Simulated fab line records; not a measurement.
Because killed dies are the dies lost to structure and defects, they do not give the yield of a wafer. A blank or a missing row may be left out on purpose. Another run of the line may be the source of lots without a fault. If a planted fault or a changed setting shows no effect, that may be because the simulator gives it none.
Matching of chambers | flow n5-finfet | rie-diel-05 running N5_SDB_HM_OPEN_20: 4 sister chambers
The step chemistry CH3F/O2, target SiNx, stops on poly-Si, target depth 24 nm. 8 wafers are shown with their chamber, then 8 later ones without.

WAFERS PAIRED WITH THEIR CHAMBERS
wafer  | chamber | showerhead-plenum-p-Torr (Torr) | drypump-motor-current-A (A)
L080.5 | 3       | 2.07                            | 5.6
L085.1 | 2       | 1.98                            | 5.9
L086.2 | 3       | 2.06                            | 5.6
L086.3 | 2       | 1.98                            | 5.9
L086.4 | 1       | 2.08                            | 4.8
L087.3 | 1       | 2.08                            | 4.7
L087.5 | 0       | 1.94                            | 6.4
L088.1 | 0       | 1.94                            | 6.3

WAFERS WHOSE CHAMBER IS MISSING
wafer  | showerhead-plenum-p-Torr (Torr) | drypump-motor-current-A (A)
L088.4 | 1.98                            | 5.8
L088.5 | 2.08                            | 4.8
L089.1 | 1.98                            | 5.9
L089.5 | 1.98                            | 5.8
L089.6 | 2.06                            | 5.6
L096.3 | 2.07                            | 4.7
L096.5 | 2.07                            | 4.7
L096.6 | 1.93                            | 6.4

CHAMBER TAKEN BY EACH
wafer  | from the rows above | in truth
L088.4 | 2                   | 2
L088.5 | 1                   | 1
L089.1 | 2                   | 2
L089.5 | 2                   | 2
L089.6 | 3                   | 3
L096.3 | 1                   | 1
L096.5 | 1                   | 1
L096.6 | 0                   | 0
Correctly placed: 8 of 8. From these rows, 0 cannot be placed. 0 placed wrongly.
How it was worked out, from the rows above alone: a wafer's distance from a chamber is the root of the sum, over the readings, of the square of ((its reading less the chamber's mean) divided by the reading's scatter). If the next closest chamber is less than 2 further off than the closest, the wafer can't be placed; otherwise it belongs to the closest. The mean given for a chamber averages the wafers shown for that chamber. The scatter is the square root of a quotient: the sum, over the shown wafers, of each reading's squared deviation from its chamber's mean, divided by wafers minus chambers.
